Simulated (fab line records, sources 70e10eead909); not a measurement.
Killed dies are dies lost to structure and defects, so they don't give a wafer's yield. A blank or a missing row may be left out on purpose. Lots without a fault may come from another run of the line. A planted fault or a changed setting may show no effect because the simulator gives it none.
One fault seen from 3 desks | flow nand_harc | each desk has only its own numbers; what lay behind them comes last

THE TOOL OWNER'S DESK: rie_diel-05
The tool's own readings at NHARC_P_STI_ETCH_42 (etches the open film in N2/H2, target depth 80 nm, overetch 24 nm, time 61 s): means of the sampled wafers that have a number, for each lot that ran on this tool. A lot is out of limits, marked OUT, if its mean lies more than 4 standard deviations from the usual mean; the brackets give that distance.
Columns: A = drypump_motor_current_A at NHARC_P_STI_ETCH_42, usual 5.7 A; B = mfc_ar_sccm at NHARC_P_STI_ETCH_42, usual 0.009 sccm; C = oes_product_au at NHARC_P_STI_ETCH_42, usual 1.000 a.u.; D = rf_vpp_V at NHARC_P_STI_ETCH_42, usual 431.7 V; E = showerhead_plenum_p_Torr at NHARC_P_STI_ETCH_42, usual 2.08 Torr; F = throttle_valve_pct at NHARC_P_STI_ETCH_42, usual 14.172 %
lot  | first seen here | A   | B     | C               | D     | E    | F
L697 | day 2 17:20     | 6.0 | 0.019 | 0.998           | 433.6 | 2.13 | 14.186
L699 | day 3 07:38     | 5.5 | 0.009 | 1.005           | 429.3 | 1.99 | 14.165
L706 | day 4 23:10     | 5.7 | 0.002 | 1.003           | 431.2 | 2.02 | 14.168
L713 | day 6 17:22     | 5.3 | 0.013 | 0.916 (-12) OUT | 429.1 | 2.00 | 14.178
L714 | day 7 01:42     | 6.1 | 0.016 | 0.921 (-11) OUT | 433.6 | 2.14 | 14.159
L715 | day 7 08:29     | 5.3 | 0.000 | 0.926 (-10) OUT | 427.4 | 1.94 | 14.179
This desk's finding: out of limits on L713, L714, L715; first on L713, day 6 17:22 (oes_product_au at NHARC_P_STI_ETCH_42). In limits: L697, L699, L706.

THE DEFECT DESK
What the inspections along the route counted, lot by lot: means of the sampled wafers that have a number. A lot is out of limits, marked OUT, if its mean lies more than 4 standard deviations from the usual mean; the brackets give that distance.
Columns: A = raw_defect_count at NHARC_P_STI_INSPECT_11, usual 5.5
lot  | first seen here | A
L696 | day 2 11:06     | 6.0
L697 | day 2 17:05     | 4.3
L699 | day 3 07:25     | 5.3
L701 | day 3 18:38     | 5.3
L702 | day 3 23:21     | 3.3
L703 | day 4 04:56     | 4.3
L704 | day 4 10:50     | 5.0
L706 | day 4 22:56     | 8.7
L707 | day 5 05:03     | 4.7
L709 | day 5 18:24     | 5.7
L713 | day 6 17:08     | 6.5
L714 | day 7 01:28     | 3.5
L715 | day 7 08:15     | 3.5
L718 | day 8 00:04     | 10.3
This desk's finding: nothing out of limits on any of the 14 lots.

THE METROLOGY DESK
What the gauges read, lot by lot, whatever tool the lot ran on: means of the sampled wafers that have a number. A lot is out of limits, marked OUT, if its mean lies more than 4 standard deviations from the usual mean; the brackets give that distance.
Columns: A = cd_nm at NHARC_P_GATE_CD_MEAS_26, usual 120.2 nm
lot  | first seen here | A
L696 | day 4 18:34     | 120.3
L697 | day 5 04:07     | 121.1
L699 | day 5 15:03     | 119.8
L701 | day 5 21:55     | 120.1
L702 | day 6 03:50     | 119.9
L703 | day 6 13:37     | 120.6
L704 | day 6 18:02     | 120.7
L706 | day 7 05:42     | 120.3
L709 | day 8 00:06     | 120.2
L707 | day 8 00:18     | 120.1
L713 | day 9 00:08     | 120.5
L714 | day 9 06:52     | 119.9
L715 | day 9 16:08     | 120.2
L718 | day 10 05:07    | 120.4
This desk's finding: nothing out of limits on any of the 14 lots.

PUT TOGETHER
The tool owner's desk could have raised an alarm at day 6 17:22, on L713, L714, L715.
The defect desk saw nothing out of limits.
The metrology desk saw nothing out of limits.
The defect desk has L713, L714, L715 on record, within its limits.
The metrology desk has L713, L714, L715 on record, within its limits.
Of the lots named, all ran NHARC_P_STI_ETCH_42 on rie_diel-05.

WHAT THE SIMULATOR HAD PUT IN
Process parameter drift: rie_diel-05, from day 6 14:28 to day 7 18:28, at NHARC_P_STI_ETCH_42. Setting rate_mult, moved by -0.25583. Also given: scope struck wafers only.
Lots struck among those shown: L713, L714, L715.
Hours from the fault's start to each desk's first reading out of limits: the tool owner's desk, 3.
